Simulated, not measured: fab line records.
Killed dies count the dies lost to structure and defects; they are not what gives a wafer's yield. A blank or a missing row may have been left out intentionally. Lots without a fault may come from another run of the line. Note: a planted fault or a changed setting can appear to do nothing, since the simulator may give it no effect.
fab line records + flow n5_finfet
[record]
- lots = 5
- wafers = 15
- last_day = 16
route steps=1938 shown SDB@348 PASSIVATION@1936
lots that met no fault: from a run of the same line without faults
start_h: hours from the record's first day to the start of the lot's first wafer shown + wait_h: hours elapsed since this lot's preceding step + " the same as in the row above + L1.1+2: several wafers, shown together as one row + - no value, or no start given + * or withheld: withheld + < > ~ a bound
route shown NAME@n: names a module that has steps shown in the file, with the first one's number in the route + usual: mean/standard deviation taken from wafers without a fault + same: alike in all rows + chamber/n: place in a boat + sites: each site's reading + _std_site: standard deviation of those values + _edge_site: inner sites' mean taken away from outer sites' mean + radius_mm: for every site, how far away it sits from the centre of the wafer + mask NAME#n: copy n + behind: tool/chamber where the wafer was last shaped + hold: reason for holding the lot/hours on hold/outcome of the hold + device: transistor that didn't switch, given as n, p or np + end of line: the route-end tests of the same wafers + for a step that has no rows: nothing shown but its recipe + killed: dies lost to structure and defects at the first sort, not the wafer's yield + map: a wafer's dies, marking killed ones x, the rest . and places with no die _
set.NAME: the run value of the setting; set.NAME@STEP: its run value at that earlier step + model.NAME: the simulator's own value behind a step, which no gauge read
lots seen at some steps along the route; tables by step, rows by wafer
services: the hour from which a tool's chamber was out of use, counted from the record's first day as start_h (under 0 if before that day), plus the number of hours and why
[[steps]]
[step N5_SDB_COAT_03]
[recipe]
- resist = SOC
- temp_c = 250
- time_s = 60
- spin_rpm = 1500
- resist_thk_nm = 100
[step N5_SDB_COAT_04]
[recipe]
- resist = SiARC
- temp_c = 220
- time_s = 60
- spin_rpm = 1500
- resist_thk_nm = 18
[step N5_SDB_COAT_05]
[recipe]
- resist = CAR-ArF
- spin_rpm = 1500
- resist_thk_nm = 90
[step N5_SDB_EBR_07]
[recipe]
- solvent = PGMEA
- ebr_width_mm = 1.5
[step N5_SDB_SOFTBAKE_06]
[recipe]
- temp_c = 110
- time_s = 60
- resist = CAR-ArF
[step N5_SDB_EXPOSE_08]
[recipe]
- mask_id = SDB
- na = 1.35
- source_shape = conventional
- sigma_outer = 0.5
- polarization = unpolarized
- dose_mj = 49.6
[step N5_SDB_PEB_09]
[recipe]
- peb_temp_c = withheld
- peb_time_s = 60
- resist = CAR-ArF
[step N5_SDB_DEVELOP_10]
[recipe]
- develop_time_s = 30
- developer = TMAH
- resist = CAR-ArF
- rinse_liquid = diw
- dry = air_spin
- dev_temp_c = 23
[step N5_SDB_CD_MEAS_11]
[recipe]
- target_cd_nm = 50
- landing_energy_ev = 500
- detector = se_inlens
- polarity = opening
[usual]
- cd_nm = 50.5/1.5
| lot.wafer | tool      | chamber | start_h | wait_h | cd_nm |
|-----------|-----------|---------|---------|--------|-------|
| L178.1    | cd_sem-03 | 0       | 66.20   | -      | 48.5  |
| L178.2    | "         | 0       | "       | "      | 51.6  |
| L178.6    | "         | 0       | "       | "      | 49.5  |
| L181.2    | cd_sem-01 | 0       | 87.85   | -      | 49.5  |
| L181.4    | "         | 0       | "       | "      | 50.4  |
| L181.5    | "         | 0       | "       | "      | 51.6  |
| L187.2    | cd_sem-01 | 0       | 120.96  | -      | 51.5  |
| L187.3    | "         | 0       | "       | "      | 51.7  |
| L187.6    | "         | 0       | "       | "      | 51.7  |
| L193.1    | cd_sem-01 | 0       | 158.97  | -      | 51.2  |
| L193.3    | "         | 0       | "       | "      | 50.8  |
| L193.4    | "         | 0       | "       | "      | 51.0  |
| L195.2    | cd_sem-01 | 0       | 167.66  | -      | 51.7  |
| L195.4    | "         | 0       | "       | "      | 51.8  |
| L195.6    | "         | 0       | "       | "      | 50.1  |
[step N5_SDB_OVL_MEAS_12]
[recipe]
- points_per_wafer = 44
[usual]
- SDB_OVL = 0.3/0.81
| lot.wafer | tool       | chamber | start_h | wait_h | SDB_OVL[nm] |
|-----------|------------|---------|---------|--------|-------------|
| L178.1    | overlay-02 | 0       | 66.23   | 0.0    | 0.6         |
| L178.2    | "          | 0       | "       | "      | -0.4        |
| L178.6    | "          | 0       | "       | "      | 0.1         |
| L181.2    | overlay-02 | 0       | 87.88   | 0.0    | -0.1        |
| L181.4    | "          | 0       | "       | "      | -1.1        |
| L181.5    | "          | 0       | "       | "      | 0.9         |
| L187.2    | overlay-01 | 0       | 120.98  | 0.0    | 0.5         |
| L187.3    | "          | 0       | "       | "      | 0.5         |
| L187.6    | "          | 0       | "       | "      | 0.0         |
| L193.1    | overlay-02 | 0       | 159.00  | 0.0    | 0.2         |
| L193.3    | "          | 0       | "       | "      | 0.4         |
| L193.4    | "          | 0       | "       | "      | 1.4         |
| L195.2    | overlay-02 | 0       | 167.69  | 0.0    | 1.9         |
| L195.4    | "          | 0       | "       | "      | 1.0         |
| L195.6    | "          | 0       | "       | "      | 0.3         |
[step N5_SDB_INSPECT_13]
[recipe]
- mode = adi
- inspect_instrument = brightfield
[usual]
- raw_defect_count = 92/47
| lot.wafer | tool              | chamber | start_h | wait_h | raw_defect_count |
|-----------|-------------------|---------|---------|--------|------------------|
| L178.1    | defect_inspect-01 | -       | 66.25   | 0.0    | 67               |
| L178.2    | "                 | -       | "       | "      | 57               |
| L178.6    | "                 | -       | "       | "      | 61               |
| L181.2    | defect_inspect-01 | -       | 87.90   | 0.0    | 49               |
| L181.4    | "                 | -       | "       | "      | 79               |
| L181.5    | "                 | -       | "       | "      | 57               |
| L187.2    | defect_inspect-02 | -       | 121.01  | 0.0    | 61               |
| L187.3    | "                 | -       | "       | "      | 101              |
| L187.6    | "                 | -       | "       | "      | 194              |
| L193.1    | defect_inspect-02 | -       | 159.02  | 0.0    | 122              |
| L193.3    | "                 | -       | "       | "      | 103              |
| L193.4    | "                 | -       | "       | "      | 116              |
| L195.2    | defect_inspect-01 | -       | 167.71  | 0.0    | 83               |
| L195.4    | "                 | -       | "       | "      | 133              |
| L195.6    | "                 | -       | "       | "      | 92               |
[step N5_SDB_DESCUM_16]
[recipe]
- chemistry = O2
- time_s = 7.9
- source_power_w = 50
- bias_power_w = 20
- pressure_mtorr = 20
- rf_frequency_hz = 2.712e+07
- temp_c = 40
- resist = CAR-ArF
- o2_flow_sccm = 225
[usual]
- drypump_motor_current_A = 5.58/0.3
- oes_product_au = 0.80/0.091
- rf_vpp_V = 243.0/1.2
- showerhead_plenum_p_Torr = 2.07/0.056
- throttle_valve_pct = 20.37/0.23
| lot.wafer | tool        | chamber | start_h | wait_h | drypump_motor_current_A | oes_product_au | rf_hours_counter_h | rf_vpp_V | showerhead_plenum_p_Torr | throttle_valve_pct |
|-----------|-------------|---------|---------|--------|-------------------------|----------------|--------------------|----------|--------------------------|--------------------|
| L178.1    | rie_diel-02 | 2       | 66.39   | 0.1    | 5.66                    | 0.75           | 169                | 243.0    | 2.06                     | 20.50              |
| L178.2    | "           | 1       | "       | "      | 5.26                    | 0.80           | 89                 | 242.4    | 2.02                     | 20.84              |
| L178.6    | "           | 3       | "       | "      | 5.75                    | 0.70           | -                  | 242.8    | 2.07                     | 20.70              |
| L181.2    | rie_diel-03 | 3       | 88.24   | 0.3    | 5.92                    | 0.78           | 132                | 243.8    | 2.06                     | 20.03              |
| L181.4    | "           | 0       | "       | "      | 5.08                    | 0.71           | 205                | 244.5    | 2.17                     | 20.29              |
| L181.5    | "           | 1       | "       | "      | 5.24                    | 0.84           | -                  | 242.1    | 2.06                     | 20.46              |
| L187.2    | rie_diel-06 | 3       | 121.14  | 0.1    | 5.91                    | 0.70           | 200                | 241.1    | 1.99                     | 20.64              |
| L187.3    | "           | 1       | "       | "      | 5.42                    | 0.93           | 16                 | 244.8    | 2.14                     | 20.29              |
| L187.6    | "           | 1       | "       | "      | 5.40                    | 0.93           | -                  | 244.9    | 2.14                     | 20.30              |
| L193.1    | rie_diel-06 | 2       | 159.06  | 0.0    | 5.53                    | 0.85           | 71                 | 243.2    | 2.11                     | 20.33              |
| L193.3    | "           | 1       | "       | "      | 5.40                    | 0.90           | 30                 | 244.3    | 2.13                     | 20.31              |
| L193.4    | "           | 3       | "       | "      | 5.93                    | 0.70           | 212                | 240.4    | 1.99                     | 20.66              |
| L195.2    | rie_diel-03 | 3       | 167.75  | 0.0    | 5.92                    | 0.75           | 160                | 243.9    | 2.05                     | 20.07              |
| L195.4    | "           | 0       | "       | "      | 5.06                    | 0.69           | 233                | 243.5    | 2.16                     | 20.33              |
| L195.6    | "           | 3       | "       | "      | 5.94                    | 0.74           | -                  | 242.9    | 2.05                     | 20.07              |
[step N5_SDB_ETCH_17]
[recipe]
- chemistry = CF4
- target = SiARC
- target_depth_a = 234
- mask_material = CAR-ArF
- time_s = 39
- ion_energy_ev = 80
- pressure_mtorr = 40
- source_w = 545
- bias_w = 36
- Ar_flow_sccm = 100
- cf4_flow_sccm = 100
- ends = cleared
[usual]
- drypump_motor_current_A = 5.6/0.3
- etch_rf_on_time_s = 39.6/1.2
- oes_product_au = 0.68/0.074
- rf_vpp_V = 184.0/1.1
- showerhead_plenum_p_Torr = 2.12/0.057
- throttle_valve_pct = 15.58/0.21
| lot.wafer | tool        | chamber | start_h | wait_h | drypump_motor_current_A | etch_rf_on_time_s | oes_product_au | rf_hours_counter_h | rf_vpp_V | showerhead_plenum_p_Torr | throttle_valve_pct |
|-----------|-------------|---------|---------|--------|-------------------------|-------------------|----------------|--------------------|----------|--------------------------|--------------------|
| L178.1    | rie_diel-02 | 2       | 66.43   | 0.0    | 5.7                     | 38.8              | 0.64           | 169                | 184.9    | 2.13                     | 15.75              |
| L178.2    | "           | 1       | "       | "      | 5.2                     | 39.2              | 0.68           | 89                 | 183.7    | 2.09                     | 15.95              |
| L178.6    | "           | 3       | "       | "      | 5.8                     | 39.6              | 0.60           | -                  | 184.9    | 2.11                     | 15.84              |
| L181.2    | rie_diel-03 | 3       | 88.27   | 0.0    | 5.9                     | 40.4              | 0.64           | 132                | 185.0    | 2.13                     | 15.42              |
| L181.4    | "           | 0       | "       | "      | 5.1                     | 38.0              | 0.62           | 205                | 184.8    | 2.21                     | 15.54              |
| L181.5    | "           | 1       | "       | "      | 5.2                     | 39.5              | 0.71           | -                  | 183.3    | 2.07                     | 15.41              |
| L187.2    | rie_diel-06 | 3       | 121.17  | 0.0    | 5.9                     | 39.6              | 0.60           | 200                | 183.3    | 2.04                     | 15.83              |
| L187.3    | "           | 1       | "       | "      | 5.4                     | 38.5              | 0.80           | 16                 | 185.4    | 2.18                     | 15.40              |
| L187.6    | "           | 1       | "       | "      | 5.4                     | 38.3              | 0.80           | -                  | 183.8    | 2.18                     | 15.42              |
| L193.1    | rie_diel-06 | 2       | 159.09  | 0.0    | 5.5                     | 37.3              | 0.75           | 71                 | 185.5    | 2.18                     | 15.52              |
| L193.3    | "           | 1       | "       | "      | 5.4                     | 37.7              | 0.78           | 30                 | 184.9    | 2.18                     | 15.40              |
| L193.4    | "           | 3       | "       | "      | 5.9                     | 38.8              | 0.60           | 212                | 183.4    | 2.04                     | 15.88              |
| L195.2    | rie_diel-03 | 3       | 167.78  | 0.0    | 6.0                     | 41.1              | 0.62           | 160                | 183.9    | 2.12                     | 15.49              |
| L195.4    | "           | 0       | "       | "      | 5.1                     | 32.0              | 0.66           | 233                | 184.8    | 2.20                     | 15.61              |
| L195.6    | "           | 3       | "       | "      | 5.9                     | 41.0              | 0.61           | -                  | 183.2    | 2.12                     | 15.49              |
[step N5_SDB_ETCH_18]
[recipe]
- chemistry = N2/H2
- target = SOC
- target_depth_a = 1000
- overetch_a = 200
- mask_material = SiARC
- temp_c = 40
- time_s = 150
- ion_energy_ev = 200
- pressure_mtorr = 30
- source_w = 840
- bias_w = 150
- n2_flow_sccm = 200
- h2_flow_sccm = 200
[usual]
- drypump_motor_current_A = 5.58/0.3
- n2_flow_sccm = 200.0/0.59
- oes_product_au = 0.72/0.079
- rf_vpp_V = 523.3/2.1
- showerhead_plenum_p_Torr = 2.52/0.069
- throttle_valve_pct = 17.8/0.31
| lot.wafer | tool        | chamber | start_h | wait_h | drypump_motor_current_A | n2_flow_sccm | oes_product_au | rf_hours_counter_h | rf_vpp_V | showerhead_plenum_p_Torr | throttle_valve_pct |
|-----------|-------------|---------|---------|--------|-------------------------|--------------|----------------|--------------------|----------|--------------------------|--------------------|
| L178.1    | rie_diel-02 | 2       | 66.46   | 0.0    | 5.71                    | 198.9        | 0.67           | 169                | 523.5    | 2.53                     | 18.1               |
| L178.2    | "           | 1       | "       | "      | 5.23                    | 199.9        | 0.72           | 89                 | 520.4    | 2.47                     | 18.2               |
| L178.6    | "           | 3       | "       | "      | 5.76                    | 200.1        | 0.64           | -                  | 523.6    | 2.54                     | 18.3               |
| L181.2    | rie_diel-03 | 3       | 88.31   | 0.0    | 5.94                    | 199.3        | 0.68           | 132                | 522.9    | 2.54                     | 17.7               |
| L181.4    | "           | 0       | "       | "      | 5.09                    | 200.6        | 0.63           | 205                | 526.5    | 2.64                     | 17.7               |
| L181.5    | "           | 1       | "       | "      | 5.22                    | 199.6        | 0.75           | -                  | 523.0    | 2.44                     | 17.4               |
| L187.2    | rie_diel-06 | 3       | 121.21  | 0.0    | 5.93                    | 199.7        | 0.63           | 200                | 519.1    | 2.41                     | 17.9               |
| L187.3    | "           | 1       | "       | "      | 5.40                    | 200.4        | 0.83           | 16                 | 524.7    | 2.61                     | 17.6               |
| L187.6    | "           | 1       | "       | "      | 5.43                    | 199.6        | 0.83           | -                  | 524.7    | 2.61                     | 17.6               |
| L193.1    | rie_diel-06 | 2       | 159.13  | 0.0    | 5.56                    | 199.7        | 0.76           | 71                 | 526.1    | 2.59                     | 18.0               |
| L193.3    | "           | 1       | "       | "      | 5.43                    | 199.1        | 0.81           | 30                 | 525.3    | 2.60                     | 17.7               |
| L193.4    | "           | 3       | "       | "      | 5.93                    | 201.5        | 0.63           | 212                | 518.8    | 2.41                     | 17.9               |
| L195.2    | rie_diel-03 | 3       | 167.82  | 0.0    | 5.95                    | 199.4        | 0.66           | 160                | 523.8    | 2.53                     | 17.8               |
| L195.4    | "           | 0       | "       | "      | 5.11                    | 200.4        | 0.62           | 233                | 525.0    | 2.62                     | 17.8               |
| L195.6    | "           | 3       | "       | "      | 5.93                    | 199.2        | 0.66           | -                  | 524.2    | 2.53                     | 17.8               |
[step N5_PASSIVATION_PROBE_49]
[usual]
- killed_at_M0_to_M3 = 34/8.9
- killed_at_M4_up = 13/4.6
- killed_at_contacts = 12/5.5
- killed_at_front_end = 41/11
- killed_at_other = 3.1/2.9
- killed_dies = 102/16
- killed_open = 66/11
- killed_short = 34/7.6
[same]
- gross_dies = 1180
- killed_at_back_side = 0
| lot.wafer | tool      | chamber | start_h | wait_h | killed_at_M0_to_M3 | killed_at_M4_up | killed_at_contacts | killed_at_front_end | killed_at_other | killed_dies | killed_open | killed_short |
|-----------|-----------|---------|---------|--------|--------------------|-----------------|--------------------|---------------------|-----------------|-------------|-------------|--------------|
| L178.1    | prober-02 | -       | 264.46  | 0.0    | 35                 | 8               | 20                 | 45                  | 5               | 113         | 74          | 39           |
| L178.2    | prober-02 | -       | 264.51  | 0.1    | 29                 | 13              | 8                  | 45                  | 3               | 98          | 53          | 45           |
| L178.6    | prober-02 | -       | 264.71  | 0.3    | 42                 | 5               | 22                 | 37                  | 4               | 110         | 68          | 41           |
// killed by level:class
L178.1 MOL_CONTACT_COAG:geometric_particle:open=16 BEOL_M3:geometric_particle:open=11 STI_FIN_REVEAL:geometric_particle:open=9 ILD0:geometric_particle:short=9 BEOL_M0_SAQP:geometric_particle:open=8 GATE_CUT:geometric_particle:short=6 ILD0:geometric_particle:open=6 BEOL_M0_SAQP:geometric_particle:short=6
L178.2 FIN_SAQP:geometric_particle:short=10 BEOL_M0_SAQP:geometric_particle:open=9 GATE_CUT:geometric_particle:short=7 MOL_CONTACT_COAG:geometric_particle:open=7 FIN_SAQP:geometric_particle:open=6 BEOL_M0_SAQP:geometric_particle:short=6 BEOL_M2:geometric_particle:short=5 BEOL_M2:geometric_particle:open=5
L178.6 MOL_CONTACT_COAG:geometric_particle:open=16 FIN_SAQP:geometric_particle:short=15 BEOL_M1:geometric_particle:open=10 BEOL_M2:geometric_particle:open=10 BEOL_M3:geometric_particle:open=9 MOL_CONTACT_COAG:geometric_particle:short=6 BEOL_M0_SAQP:geometric_particle:open=5 FIN_SAQP:geometric_particle:open=4
[[services]]
| tool        | chamber | start_h | hours | kind                          |
|-------------|---------|---------|-------|-------------------------------|
| rie_diel-06 | 0       | 44.90   | -     | clean                         |
| rie_diel-06 | 0       | 44.90   | -     | consumable_replace:focus_ring |
| rie_diel-06 | 0       | 44.90   | 20.5  | scheduled_down                |
| rie_diel-06 | 0       | 44.90   | 20.5  | vent_cycle                    |
| rie_diel-03 | -       | 61.54   | 5.7   | repair                        |
| rie_diel-06 | 1       | 65.46   | -     | clean                         |
| rie_diel-06 | 1       | 65.46   | -     | consumable_replace:focus_ring |
| rie_diel-06 | 1       | 65.46   | 16.3  | scheduled_down                |
| rie_diel-06 | 1       | 65.46   | 16.3  | vent_cycle                    |
| rie_diel-02 | 0       | 68.45   | 6.2   | repair                        |
| rie_diel-02 | -       | 91.15   | 2.8   | pm                            |
| rie_diel-06 | 0       | 91.22   | 16.7  | repair                        |
| rie_diel-02 | 1       | 112.26  | 2.7   | repair                        |
| rie_diel-02 | 3       | 116.22  | -     | clean                         |
| rie_diel-02 | 3       | 116.22  | -     | consumable_replace:focus_ring |
| rie_diel-02 | 3       | 116.22  | 31.6  | scheduled_down                |
| rie_diel-02 | 3       | 116.22  | 31.6  | vent_cycle                    |
| rie_diel-06 | 3       | 143.16  | 8.3   | repair                        |
[[key]]
[first_sign]
- step = N5_SDB_ETCH_17
- reading = etch_rf_on_time_s
- direction = down
- sigmas = 6.3
- usual = *
- struck = *
effect none on later readings
met_at N5_SDB_ETCH_17
struck_wafers L195.4
tester_left_out L195
onset_between 88.27 167.78
[fault]
- kind = process_parameter_drift
- tool = rie_diel-03
- chamber = 0
- onset_h = 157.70
- steps = N5_SDB_ETCH_17
- channel = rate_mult
- offset = 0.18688
- shape = step
- end_h = 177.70
// tester_left_out: of these lots the tester's yield and bins aren't shown, on N5 and GAA mostly nor the transistor test; their killed dies are dies lost to structure and defects alone, not to doping, threshold or leakage, so they don't give the yield
